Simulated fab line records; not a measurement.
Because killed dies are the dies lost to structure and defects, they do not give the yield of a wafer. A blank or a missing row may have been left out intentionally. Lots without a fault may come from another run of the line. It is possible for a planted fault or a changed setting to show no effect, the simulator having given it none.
One fault through the eyes of 2 desks    flow n5Finfet    each desk holds nothing but its own numbers, with what lay behind them at the end
Where a reading is given only as a bound, like >300, the bound stands for it, and a mean or a difference that rests on one is marked > or <: the true number lies beyond.

== AT THE TOOL OWNER'S DESK: rieDiel-01 ==
The tool's own readings at N5_BEOL_M13_ETCH_59 (etches BARC in N2/H2, target depth 89 nm, overetch 26.7 nm, time 67.9 s): means of the sampled wafers that have a number, for each lot that ran on this tool. Any lot whose mean is over 4 standard deviations away from the usual mean is out of limits and marked OUT; that distance is given in the brackets.
Columns: A = drypumpMotorCurrentA at N5_BEOL_M13_ETCH_59, usual 5.7 A; B = n2FlowSccm at N5_BEOL_M13_ETCH_59, usual 200.0 sccm; C = oesProductAu at N5_BEOL_M13_ETCH_59, usual 0.71 a.u.; D = rfVppV at N5_BEOL_M13_ETCH_59, usual 524.6 V; E = showerheadPlenumPTorr at N5_BEOL_M13_ETCH_59, usual 2.56 Torr; F = throttleValvePct at N5_BEOL_M13_ETCH_59, usual 17.62 %
lot   first seen here  A    B      C     D      E     F
L109  day 12 12:15     5.8  200.3  0.75  524.8  2.55  17.67
L113  day 13 05:42     5.7  200.3  0.73  524.3  2.54  17.78
L116  day 14 08:26     6.0  200.1  0.72  524.2  2.55  17.76
L123  day 16 01:26     6.0  200.3  0.73  521.8  2.48  17.59
Result from this desk: across the 4 lots, nothing is out of limits.

== THE DEFECT DESK ==
Counts from the inspections along the route, per lot, as means over the sampled wafers that have a number. Any lot whose mean is over 4 standard deviations away from the usual mean is out of limits and marked OUT; that distance is given in the brackets.
Columns: A = rawDefectCount at N5_BEOL_M13_INSPECT_30, usual 1.9
lot   first seen here  A
L102  day 10 08:55     2.0
L105  day 11 09:35     2.7
L107  day 11 18:19     2.7
L109  day 12 13:16     2.7
L110  day 12 23:46     2.0
L113  day 13 06:42     0.7
L111  day 13 14:26     1.3
L114  day 14 04:25     2.3
L116  day 14 09:26     2.0
L123  day 16 02:19     >101 (>+76) OUT
This desk's finding: out of limits on L123; first on L123, day 16 02:19 (rawDefectCount at N5_BEOL_M13_INSPECT_30). In limits: L102, L105, L107, L109, L110, L113, L111, L114, L116.

== ALL TOGETHER ==
The defect desk could have raised an alarm at day 16 02:19, on L123.
The desk of the tool owner found nothing out of limits.
On record at the tool owner's desk: L123, within its limits.
Of the lots named, all ran N5_BEOL_M13_ETCH_59 on rieDiel-01.

== WHAT THE SIMULATOR HAD PUT IN ==
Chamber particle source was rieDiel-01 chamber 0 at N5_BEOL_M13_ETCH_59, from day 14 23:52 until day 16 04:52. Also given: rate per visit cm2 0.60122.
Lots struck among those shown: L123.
Hours from the fault's start to each desk's first reading out of limits: the defect desk, 26.
